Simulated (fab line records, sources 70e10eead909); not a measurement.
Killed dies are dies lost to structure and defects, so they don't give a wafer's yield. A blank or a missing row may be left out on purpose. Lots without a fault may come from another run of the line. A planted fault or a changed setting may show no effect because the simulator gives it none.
Which tool did it? | flow nand_harc | 10 lots, 30 wafers sampled, at 3 steps of a route of 1159

WHAT THE GAUGES READ, wafer by wafer
NHARC_P_ZERO_WELL_CD_MEAS_24: target cd 720 nm.
lot  | measured    | on        | cd_nm (nm)
L835 | day 1 14:44 | cd_sem-01 | 723.9 722.6 718.9
L837 | day 2 02:30 | cd_sem-02 | 723.0 721.5 717.3
L842 | day 3 08:28 | cd_sem-01 | - - -
L843 | day 3 14:28 | cd_sem-02 | - - -
L844 | day 3 20:35 | cd_sem-02 | 719.0 718.0 718.0
L852 | day 5 20:39 | cd_sem-01 | 718.9 715.4 716.9
L854 | day 6 08:37 | cd_sem-03 | 718.0 719.9 720.6
L855 | day 6 14:29 | cd_sem-02 | 718.4 719.3 720.3
L856 | day 6 20:28 | cd_sem-02 | 715.2 716.8 716.4
L857 | day 7 02:39 | cd_sem-03 | 720.8 719.0 718.6

WHICH TOOL RAN EACH LOT (tool, then ch and the chambers of the sampled wafers, then the start)
lot  | NHARC_P_ZERO_WELL_ETCH_62                    | NHARC_P_ZERO_WELL_EXPOSE_21
L835 | rie_diel-08 ch 0,2,3, day 1 14:35 or earlier | krf_scanner-04 ch 0, day 1 14:35
L837 | rie_diel-04 ch 0,1,3, day 2 02:20 or earlier | krf_scanner-04 ch 0, day 2 02:20
L842 | rie_diel-08 ch 0,1,2, day 3 08:18 or earlier | krf_scanner-02, day 3 08:18
L843 | rie_diel-04 ch 1,2,3, day 3 14:19 or earlier | krf_scanner-04, day 3 14:19
L844 | rie_diel-04 ch 0,1,3, day 3 20:26 or earlier | krf_scanner-02 ch 0, day 3 20:26
L852 | rie_diel-01 ch 1,2,3, day 5 20:30 or earlier | krf_scanner-02 ch 0, day 5 20:30
L854 | rie_diel-01 ch 0,1, day 6 08:27 or earlier   | krf_scanner-02 ch 0, day 6 08:27
L855 | rie_diel-04 ch 0,2,3, day 6 14:20 or earlier | krf_scanner-02 ch 0, day 6 14:20
L856 | rie_diel-04 ch 0,1,3, day 6 20:19 or earlier | krf_scanner-02 ch 0, day 6 20:19
L857 | rie_diel-08 ch 0,2,3, day 7 02:29 or earlier | krf_scanner-04 ch 0, day 7 02:29
- NHARC_P_ZERO_WELL_ETCH_62: etches the open film in CHF3/Ar, target depth 13 nm, time 6.5 s.
- NHARC_P_ZERO_WELL_EXPOSE_21: exposes mask P NWELL, target cd 720 nm.

THE ANSWER, worked out from the rows above alone
Rule: what is usual is taken from the lots themselves. Put in order of their means at a reading, lots are off if they are a third of the lots or fewer, leave a main group of 4 or more, and stand apart from it by a gap of 3 or more times the standard deviation of the main group's means; of several such gaps the widest counts. A main group whose means are all the same, to the digits that the tables above print for the reading, isn't used. A lot without any number at a reading at which 4 lots or more have one is off too. The other lots that the step has rows for count as sound.
Off: L842, L843, at NHARC_P_ZERO_WELL_CD_MEAS_24 (cd_nm). Without a number there: L842, L843. The main group: mean 719.0 nm, standard deviation 1.7.
A tool fits if, at a process step before that reading, it ran every lot that is off, and no sound lot after the first of them. The gauges at NHARC_P_ZERO_WELL_CD_MEAS_24 are tried like those tools. NHARC_P_ZERO_WELL_ETCH_62 gives no start for some lots, so the hours and the order of its lots are those of NHARC_P_ZERO_WELL_EXPOSE_21. None of those tried fits.

WHAT THE SIMULATOR HAD PUT IN
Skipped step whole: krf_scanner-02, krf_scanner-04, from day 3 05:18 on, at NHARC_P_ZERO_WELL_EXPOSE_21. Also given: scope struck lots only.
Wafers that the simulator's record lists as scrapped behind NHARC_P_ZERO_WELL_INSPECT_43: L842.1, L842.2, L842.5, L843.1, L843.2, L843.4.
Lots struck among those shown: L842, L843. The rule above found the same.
